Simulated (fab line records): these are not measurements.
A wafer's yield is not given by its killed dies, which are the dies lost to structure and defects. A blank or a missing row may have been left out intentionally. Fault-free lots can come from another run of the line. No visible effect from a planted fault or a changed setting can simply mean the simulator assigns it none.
fab line records	flow n5Finfet
[record] lots = 9	wafers = 27	lastDay = 19
route steps=1938 shown BEOL_M14@1730 BEOL_M15@1783 PASSIVATION@1936
lots with no fault: from the same line, run without faults
startH: the number of hours between the record's first day and the start of the first shown wafer of the lot	waitH: time in hours since the lot's previous step	" unchanged from the row above	L1.1+2: a single row standing in for several wafers	- value missing, or start not given	* or withheld: withheld	< > ~ a bound
route shown NAME@n: names a module that has steps shown in the file, with the first one's number in the route	usual: mean/standard deviation of fault-free wafers	same: alike in all rows	chamber/n: place in a boat	sites: the reading at each site	_std_site: their standard deviation	_edge_site: outer sites' mean less inner sites'	radiusMm: how far each site lies from the wafer's centre	mask NAME#n: copy n	behind: the tool/chamber that last shaped the wafer	hold: cause of the lot's hold/its duration in hours/its outcome	device: whichever transistor did not switch (one of n, p or np)	end of line: tests of these same wafers at the route's end	where a step has no rows: the recipe by itself	killed: dies that structure and defects cost at the first sort, which is not the same as the wafer's yield	map: the dies of a wafer, with x for killed, . for not killed, _ for no die there
set.NAME: setting as actually run; set.NAME@STEP: the setting as run at that earlier step	model.NAME: the simulator's own value behind a step, which no gauge read
a sample of lots followed through the steps of the route, with each step as a table and each wafer as a row
services: from which hour (startH, from the record's first day; less than 0 if before it) a tool's chamber was out of use, for how many hours, and why
[[steps]]
[step N5_BEOL_M14_ETCH_59]
[recipe] chemistry = N2/H2	target = BARC	targetDepthA = 890	overetchA = 267	timeS = 67.9	ionEnergyEv = 200	pressureMtorr = 30	sourceW = 840	biasW = 150	n2FlowSccm = 200	h2FlowSccm = 200
[usual] drypumpMotorCurrentA = 5.9/0.35	oesProductAu = 0.70/0.068	rfVppV = 525/3.5	showerheadPlenumPTorr = 2.58/0.12	throttleValvePct = 17.79/0.21
lot.wafer	tool	chamber	startH	waitH	drypumpMotorCurrentA	oesProductAu	rfHoursCounterH	rfVppV	showerheadPlenumPTorr	throttleValvePct
L422.1	rieDiel-05	1	264.90	0.0	5.4	0.63	166	518	2.33	18.08
L422.4	"	2	"	"	5.8	0.74	41	528	2.70	17.75
L422.5	"	2	"	"	5.8	0.73	-	528	2.70	17.74
L423.1	rieDiel-02	3	273.44	0.0	5.9	0.61	221	526	2.62	17.85
L423.5	"	3	"	"	5.9	0.61	-	526	2.62	17.86
L423.6	"	2	"	"	6.4	0.79	-	523	2.50	17.76
L424.2	rieDiel-04	1	295.87	0.0	6.1	0.85	1	529	2.71	17.41
L424.3	"	0	"	"	6.4	0.71	87	527	2.67	17.71
L424.6	"	0	"	"	6.4	0.71	-	526	2.67	17.69
L429.1	rieDiel-02	2	317.98	0.0	6.4	0.77	35	523	2.49	17.80
L429.2	"	3	"	"	5.9	0.60	234	525	2.62	17.88
L429.6	"	2	"	"	6.4	0.76	-	521	2.49	17.79
L433.1	rieDiel-05	0	334.15	0.0	5.5	0.62	212	527	2.62	17.78
L433.4	"	1	"	"	5.4	0.61	189	516	2.32	18.15
L433.5	"	1	"	"	5.4	0.61	-	517	2.32	18.14
L432.1	rieDiel-05	1	347.42	0.0	5.4	0.61	195	517	2.32	18.14
L432.2	"	0	"	"	5.5	0.61	218	526	2.62	17.77
L432.6	"	0	"	"	5.5	0.62	-	525	2.62	17.78
L441.1	rieDiel-05	0	392.34	0.0	5.5	0.61	235	525	2.61	17.82
L441.2	"	2	"	"	5.8	0.68	88	528	2.68	17.82
L441.4	"	3	"	"	6.3	0.73	47	525	2.59	17.83
L443.1	rieDiel-04	3	413.03	0.0	6.0	0.77	26	523	2.49	17.57
L443.2	"	2	"	"	6.1	0.66	143	522	2.44	18.16
L443.3	"	1	"	"	6.1	0.76	46	527	2.69	17.47
L444.2	rieDiel-04	1	423.36	0.0	6.1	0.75	51	528	2.69	17.47
L444.4	"	2	"	"	6.1	0.66	-	520	2.44	18.18
L444.6	"	3	"	"	6.0	0.75	-	523	2.49	17.55
[step N5_BEOL_M14_VIA_ETCH_16]
[recipe] chemistry = C4F8/O2/Ar	target = SiO2	heInnerTorr = 15	heOuterTorr = 30	targetDepthA = 12313	timeS = withheld	ionEnergyEv = 800	pressureMtorr = 20	sourceW = 1905	biasW = 2040	Ar_flow_sccm = 400	C4F8_flow_sccm = 16	O2_flow_sccm = 12	ends = cleared
[usual] drypumpMotorCurrentA = 5.9/0.35	oes_ar_750_au = 0.82/0.08	oesProductAu = 0.74/0.075	rfVppV = 2230/12	showerheadPlenumPTorr = 3.48/0.15	throttleValvePct = 30.77/0.23
lot.wafer	tool	chamber	startH	waitH	drypumpMotorCurrentA	oes_ar_750_au	oesProductAu	rfVppV	showerheadPlenumPTorr	throttleValvePct
L422.1	rieDiel-05	1	264.95	0.0	5.4	0.72	0.66	2219	3.18	31.10
L422.4	"	2	"	"	5.8	0.86	0.78	2251	3.65	30.87
L422.5	"	2	"	"	5.8	0.86	0.77	2251	3.65	30.86
L423.1	rieDiel-02	3	273.49	0.0	5.9	0.71	0.64	2223	3.52	30.53
L423.5	"	3	"	"	5.9	0.71	0.64	2222	3.52	30.53
L423.6	"	2	"	"	6.4	0.92	0.85	2242	3.36	30.68
L424.2	rieDiel-04	1	295.92	0.0	6.1	1.00	0.92	2232	3.65	30.47
L424.3	"	0	"	"	6.4	0.83	0.76	2223	3.61	30.69
L424.6	"	0	"	"	6.4	0.83	0.76	2222	3.61	30.70
L429.1	rieDiel-02	2	318.04	0.0	6.4	0.90	0.81	2240	3.35	30.68
L429.2	"	3	"	"	5.9	0.70	0.63	2223	3.51	30.54
L429.6	"	2	"	"	6.4	0.90	0.81	2240	3.35	30.70
L433.1	rieDiel-05	0	334.20	0.0	5.6	0.73	0.64	2247	3.53	30.61
L433.4	"	1	"	"	5.4	0.71	0.64	2218	3.16	31.13
L433.5	"	1	"	"	5.4	0.72	0.64	2216	3.16	31.13
L432.1	rieDiel-05	1	347.47	0.0	5.5	0.70	0.64	2219	3.16	31.12
L432.2	"	0	"	"	5.6	0.72	0.65	2246	3.53	30.62
L432.6	"	0	"	"	5.5	0.72	0.64	2245	3.53	30.61
L441.1	rieDiel-05	0	392.39	0.0	5.6	0.72	0.63	2245	3.52	30.61
L441.2	"	2	"	"	5.8	0.81	0.73	2250	3.62	30.90
L441.4	"	3	"	"	6.3	0.87	0.77	2215	3.49	30.83
L443.1	rieDiel-04	3	413.08	0.0	6.0	0.90	0.80	2232	3.35	30.47
L443.2	"	2	"	"	6.1	0.77	0.68	2220	3.31	31.16
L443.3	"	1	"	"	6.1	0.89	0.80	2230	3.62	30.49
L444.2	rieDiel-04	1	423.41	0.0	6.1	0.88	0.80	2228	3.62	30.51
L444.4	"	2	"	"	6.1	0.77	0.69	2220	3.31	31.19
L444.6	"	3	"	"	6.0	0.88	0.80	2232	3.35	30.50
[step N5_BEOL_M14_SPUTTER_43]
[recipe] material = TaN	targetThkA = 150	tempC = 50	biasV = 168.6	powerW = 15000	chamberPressurePa = 0.12	timeS = 24.19
[usual] biasV = 168.8/1.6	throttleValvePct = 30.0/1.1
lot.wafer	tool	chamber	startH	waitH	biasV	throttleValvePct
L422.1	pvdSputter-02	-	267.23	0.0	169.8	29.1
L422.4	"	-	"	"	166.7	31.8
L422.5	"	-	"	"	167.8	29.3
L423.1	pvdSputter-02	-	275.27	0.0	169.0	31.5
L423.5	"	-	"	"	168.5	31.6
L423.6	"	-	"	"	168.4	29.0
L424.2	pvdSputter-03	-	301.80	0.0	168.2	30.3
L424.3	"	-	"	"	171.1	30.8
L424.6	"	-	"	"	170.4	30.8
L429.1	pvdSputter-02	-	320.38	0.0	171.7	31.2
L429.2	"	-	"	"	168.4	28.8
L429.6	"	-	"	"	172.6	31.4
L433.1	pvdSputter-02	-	336.10	0.0	170.9	31.6
L433.4	"	-	"	"	167.2	31.4
L433.5	"	-	"	"	169.8	29.3
L432.1	pvdSputter-02	-	350.95	0.0	170.4	29.1
L432.2	"	-	"	"	166.2	31.3
L432.6	"	-	"	"	168.1	29.2
L441.1	pvdSputter-01	-	396.18	0.0	166.4	29.2
L441.2	"	-	"	"	169.7	30.7
L441.4	"	-	"	"	169.0	27.6
L443.1	pvdSputter-01	-	417.95	0.0	166.9	30.2
L443.2	"	-	"	"	168.7	27.8
L443.3	"	-	"	"	167.3	30.8
L444.2	pvdSputter-01	-	425.25	0.0	166.6	30.0
L444.4	"	-	"	"	167.1	27.5
L444.6	"	-	"	"	168.2	30.0
[step N5_BEOL_M14_CMP_49]
[recipe] stopOn = SiO2	tOverpolishS = 5.2	downForcePsi = 2	platenRpm = 80	clearingPlatenDownForcePsi = 2	clearingPlatenRpm = 80	postCmpClean = cuAlkaline	targetThkNm = 560	clearingPlatenPadVelocityMS = 1.5917	padVelocityMS = 1.5917
[usual] barrierFieldEndpointS = 11.36/0.23	edgeZonePressureFrac = 1.000/0.0049	headPressurePsi = 2.000/0.0046	motorCurrentA = 8.1/0.67	padLifeWafers = 1158/510
lot.wafer	tool	chamber	startH	waitH	barrierFieldEndpointS	edgeZonePressureFrac	headPressurePsi	motorCurrentA	padLifeWafers
L422.4	cmp-03	0	268.60	0.2	11.29	1.000	2.000	8.6	895
L422.1	"	2	"	"	11.16	1.000	1.996	8.5	897
L422.5	"	0	"	"	11.24	0.998	2.002	8.8	-
L423.1	cmp-03	1	276.07	0.3	11.60	1.011	1.999	8.2	955
L423.6	"	0	"	"	11.51	1.003	1.998	9.0	-
L423.5	"	1	"	"	11.46	1.007	1.999	8.1	-
L424.2	cmp-01	0	303.30	0.3	11.70	0.997	2.003	7.3	500
L424.3	"	1	"	"	11.63	1.000	2.007	8.9	501
L424.6	"	3	"	"	11.38	0.995	2.006	7.0	-
L429.2	cmp-01	1	323.05	0.3	11.00	1.000	2.010	9.2	644
L429.1	"	2	"	"	11.11	1.008	2.000	7.6	645
L429.6	"	3	"	"	11.06	0.997	1.998	7.1	-
L433.1	cmp-01	0	337.50	0.5	11.44	0.999	2.001	7.3	780
L433.4	"	3	"	"	11.31	1.007	2.000	6.9	783
L433.5	"	0	"	"	9.66	1.002	2.018	7.7	-
L432.2	cmp-04	1	351.77	0.2	11.48	1.004	2.003	8.0	276
L432.1	"	3	"	"	11.18	1.003	2.000	8.1	278
L432.6	"	1	"	"	9.72	0.996	2.002	8.0	-
L441.2	cmp-03	1	396.94	0.2	11.21	0.997	1.999	8.9	1818
L441.4	"	2	"	"	11.14	0.998	2.003	8.6	1819
L441.1	"	0	"	"	11.19	0.991	2.002	8.8	1821
L443.2	cmp-03	1	419.84	0.2	11.06	1.002	2.000	8.6	2004
L443.1	"	2	"	"	10.87	0.996	2.001	8.8	2005
L443.3	"	0	"	"	10.86	1.000	2.000	8.7	2007
L444.4	cmp-01	3	426.65	0.1	11.42	0.997	1.991	7.0	1500
L444.2	"	1	"	"	11.19	1.004	2.004	9.0	1502
L444.6	"	3	"	"	11.20	1.003	1.996	7.0	-
[step N5_BEOL_M15_CD_MEAS_10]
[recipe] targetCdNm = 360	landingEnergyEv = 500	detector = seInlens	polarity = opening
[usual] cdNm = 360.2/1.2
lot.wafer	tool	chamber	startH	waitH	cdNm
L422.1	cdSem-01	0	269.73	-	358.3
L422.4	"	0	"	"	359.8
L422.5	"	0	"	"	359.6
L423.1	cdSem-03	0	277.08	-	359.8
L423.5	"	0	"	"	360.0
L423.6	"	0	"	"	359.7
L424.2	cdSem-02	0	304.39	-	360.9
L424.3	"	0	"	"	361.7
L424.6	"	0	"	"	361.3
L429.1	cdSem-02	0	324.01	-	360.2
L429.2	"	0	"	"	357.6
L429.6	"	0	"	"	358.4
L433.1	cdSem-02	0	338.66	-	359.2
L433.4	"	0	"	"	360.0
L433.5	"	0	"	"	359.2
L432.1	cdSem-02	0	352.81	-	359.9
L432.2	"	0	"	"	360.1
L432.6	"	0	"	"	360.3
L441.1	cdSem-03	0	398.22	-	359.6
L441.2	"	0	"	"	361.1
L441.4	"	0	"	"	359.1
L443.1	cdSem-03	0	421.01	-	360.7
L443.2	"	0	"	"	359.0
L443.3	"	0	"	"	360.7
L444.2	cdSem-01	0	427.81	-	360.2
L444.4	"	0	"	"	360.7
L444.6	"	0	"	"	361.0
[step N5_PASSIVATION_PROBE_49]
[usual] defectLimitedYield = 91.0/1.5	killed_at_M0_to_M3 = 37/12	killed_at_M4_up = 13/5	killedAtContacts = 13/6.1	killedAtFrontEnd = 39/11	killedAtOther = 4/3.2	killedDies = 106/17	killedOpen = 69/12	killedShort = 35/7.9	sort_bin_4_leakage = 0.00/0.007	sort_bin_5_function = 5.3/1	sort_bin_6_memory = 3.3/0.68	sortNPass = 1074/17	sortYieldPct = 91.0/1.5
[same] grossDies = 1180	killedAtBackSide = 0	sort_bin_8_speed[%] = 0
lot.wafer	tool	chamber	startH	waitH	defectLimitedYield[%]	killed_at_M0_to_M3	killed_at_M4_up	killedAtContacts	killedAtFrontEnd	killedAtOther	killedDies	killedOpen	killedShort	sort_bin_4_leakage[%]	sort_bin_5_function[%]	sort_bin_6_memory[%]	sortNPass	sortYieldPct[%]
L433.1	prober-02	-	361.69	0.1	90.0	43	8	13	48	6	118	80	38	0	5.2	4.7	1062	90.0
L433.4	prober-02	-	361.84	0.3	91.2	26	18	11	48	1	104	82	22	0	5.8	2.9	1076	91.2
L433.5	prober-02	-	361.89	0.3	88.9	45	19	22	39	6	131	84	45	0	6.8	3.9	1049	88.9
// killed by level:class
L433.1 BEOL_M3:geometricParticle:open=13 STI_FIN_REVEAL:geometricParticle:open=12 MOL_CONTACT_COAG:geometricParticle:open=11 FIN_SAQP:geometricParticle:short=10 FIN_SAQP:geometricParticle:open=10 BEOL_M2:geometricParticle:open=7 BEOL_M1:geometricParticle:open=6 BEOL_M0_SAQP:geometricParticle:short=5
L433.4 FIN_SAQP:geometricParticle:open=16 STI_FIN_REVEAL:geometricParticle:open=13 MOL_CONTACT_COAG:geometricParticle:open=11 BEOL_M4:geometricParticle:open=7 BEOL_M1:geometricParticle:open=6 BEOL_M3:geometricParticle:open=5 ILD0:geometricParticle:short=3 GATE_CUT:geometricParticle:open=3
L433.5 MOL_CONTACT_COAG:geometricParticle:open=13 BEOL_M3:geometricParticle:open=11 BEOL_M4:geometricParticle:open=10 MOL_CONTACT_COAG:geometricParticle:short=9 BEOL_M1:geometricParticle:open=9 FIN_SAQP:geometricParticle:open=7 GATE_CUT:geometricParticle:short=5 GATE_CUT:geometricParticle:open=5
[[services]]
tool	chamber	startH	hours	kind
cmp-01	-	241.79	-	consumableReplace:conditioner
cmp-01	-	241.79	-	consumableReplace:pad
cmp-04	-	255.24	0.7	repair
rieDiel-05	0	267.67	7.6	repair
rieDiel-04	1	277.22	-	clean
rieDiel-04	1	277.22	-	consumableReplace:focusRing
rieDiel-04	1	277.22	-	consumableReplace:showerhead
rieDiel-04	1	277.22	13.6	scheduledDown
rieDiel-04	1	277.22	13.6	ventCycle
cmp-03	-	297.74	5.6	repair
cmp-04	-	306.38	0.4	repair
cmp-04	-	314.71	4.0	pm
rieDiel-02	3	321.37	8.5	repair
rieDiel-04	3	323.22	-	clean
rieDiel-04	3	323.22	-	consumableReplace:focusRing
rieDiel-04	3	323.22	13.6	scheduledDown
rieDiel-04	3	323.22	13.6	ventCycle
rieDiel-05	3	337.33	15.2	repair
cmp-01	-	343.50	0.9	repair
rieDiel-02	1	356.92	13.5	repair
cmp-03	-	363.75	4.2	pm
rieDiel-04	0	404.31	19.7	repair
cmp-04	-	408.43	2.8	repair
pvdSputter-01	-	415.17	1.8	repair
[[key]]
[firstSign] step = N5_BEOL_M14_CMP_49	reading = barrierFieldEndpointS	direction = down	sigmas = 7.1	usual = 11.36	struck = 9.69
effect none on later readings
metAt N5_BEOL_M14_SPUTTER_43
struckLots L432,L433
struckWafers L432.6,L433.5
notActingAt N5_BEOL_M14_ETCH_59,N5_BEOL_M14_VIA_ETCH_16,N5_BEOL_M15_CD_MEAS_10
onsetBetween 267.23 336.10
[fault] kind = processParameterDrift	tool = pvdSputter-02	chamber = -	onsetH = 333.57	steps = N5_BEOL_M14_SPUTTER_43	channel = timeS	offset = *	shape = step	endH = 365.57	actsIn = *	stated = *	scope = struckWafersOnly
